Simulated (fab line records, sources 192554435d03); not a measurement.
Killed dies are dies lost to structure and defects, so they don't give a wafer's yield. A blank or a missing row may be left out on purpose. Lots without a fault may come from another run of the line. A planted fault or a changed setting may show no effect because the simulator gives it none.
One fault seen from 2 desks | flow n5_finfet | each desk has only its own numbers; what lay behind them comes last

THE TOOL OWNER'S DESK: rie_metal-01
The tool's own readings at N5_GATE_CUT_ETCH_56 (etches TiN in Cl2/Ar, target depth 21.6 nm): means of the sampled wafers that have a number, for each lot that ran on this tool. A lot is out of limits, marked OUT, if its mean lies more than 4 standard deviations from the usual mean; the brackets give that distance.
Columns: A = chamber_pressure_mTorr at N5_GATE_CUT_ETCH_56, usual 10.000 mTorr; B = drypump_motor_current_A at N5_GATE_CUT_ETCH_56, usual 6.1 A; C = oes_product_au at N5_GATE_CUT_ETCH_56, usual 0.83 a.u.; D = throttle_valve_pct at N5_GATE_CUT_ETCH_56, usual 20.81 %
lot  | first seen here | A      | B   | C    | D
L126 | day 4 18:38     | 10.005 | 6.5 | 0.83 | 20.81
L137 | day 8 02:59     | 10.000 | 6.4 | 0.86 | 20.72
L139 | day 8 13:45     | 9.995  | 6.2 | 0.86 | 20.67
This desk's finding: nothing out of limits on any of the 3 lots.

THE DEFECT DESK
What the inspections along the route counted, lot by lot: means of the sampled wafers that have a number. A lot is out of limits, marked OUT, if its mean lies more than 4 standard deviations from the usual mean; the brackets give that distance.
Columns: A = raw_defect_count at N5_HKMG_FIN_INSPECT_28, usual 41
lot  | first seen here | A
L124 | day 4 08:14     | 35
L126 | day 4 18:20     | 40
L137 | day 8 02:47     | 36
L139 | day 8 13:36     | 70
L141 | day 9 02:47     | 41
L147 | day 10 03:35    | 41
This desk's finding: nothing out of limits on any of the 6 lots.

PUT TOGETHER
The tool owner's desk saw nothing out of limits.
The defect desk saw nothing out of limits.

WHAT THE SIMULATOR HAD PUT IN
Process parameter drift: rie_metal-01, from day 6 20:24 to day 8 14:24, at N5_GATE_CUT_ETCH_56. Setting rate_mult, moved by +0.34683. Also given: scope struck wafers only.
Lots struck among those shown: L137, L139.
